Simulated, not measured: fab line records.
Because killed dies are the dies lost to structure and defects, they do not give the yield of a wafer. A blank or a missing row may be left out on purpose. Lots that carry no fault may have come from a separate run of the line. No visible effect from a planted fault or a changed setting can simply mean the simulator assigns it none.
Chamber matching    flow nandHarc    cmp-04 running NHARC_A_M0_CMP_23: 4 sister chambers
The step polishes, t overpolish 20 s, target thk 113.75 nm. 16 wafers are shown with their chamber, then 8 later ones without.

EACH WAFER AND ITS CHAMBER
wafer   chamber  motorCurrentA (A)  timeToEndpointS (s)
L079.1  3        14.3               29.0
L079.4  2        11.9               29.8
L079.5  1        13.4               29.6
L080.1  2        11.6               27.2
L080.3  0        11.2               26.6
L080.4  1        13.3               25.1
L081.1  3        14.2               27.8
L081.3  1        14.1               27.7
L081.6  2        11.5               27.8
L083.1  0        11.1               30.0
L083.2  3        13.9               30.9
L083.4  1        13.7               31.6
L088.1  1        13.1               28.9
L088.3  2        11.8               30.0
L088.5  0        10.4               30.7
L090.1  3        15.2               31.2

SIGNATURES (means of the wafers above)
reading          chamber 0  chamber 1  chamber 2  chamber 3  scatter within a chamber
motorCurrentA    10.900     13.520     11.700     14.400     0.411
timeToEndpointS  29.100     28.580     28.700     29.725     1.97
Rule: for each reading, subtract the chamber's mean from the wafer's reading, divide by that reading's scatter and square the result; add these up over the readings and take the root, which gives the wafer's distance from the chamber. The wafer belongs to the nearest chamber; if the next one is less than 2 further off, it can't be placed. The scatter: take each reading less its chamber's mean, square it, sum over the shown wafers, divide by the number of wafers less the number of chambers, and take the root.

WAFERS WITH NO CHAMBER GIVEN
wafer   motorCurrentA (A)  timeToEndpointS (s)
L090.3  12.1               28.1
L090.6  11.4               29.5
L093.2  11.3               27.7
L093.3  13.4               30.1
L093.6  13.3               32.5
L094.2  13.6               31.1
L094.4  12.3               30.3
L094.5  13.2               32.3

EACH ONE'S CHAMBER
wafer   from the rows above           in truth
L090.3  can't be placed: 2 or 0       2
L090.6  can't be placed: 2 or 0       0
L093.2  can't be placed: 2 or 0       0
L093.3  can't be placed: 1 or 3       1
L093.6  can't be placed: 1 or 3       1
L094.2  can't be placed: 1 or 3       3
L094.4  can't be placed: 2 or 1 or 0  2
L094.5  can't be placed: 1 or 3       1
Correctly placed: 0 of 8. Cannot be placed on the basis of these rows: 8; the candidates contain the true chamber in 8. Wrongly placed: 0.
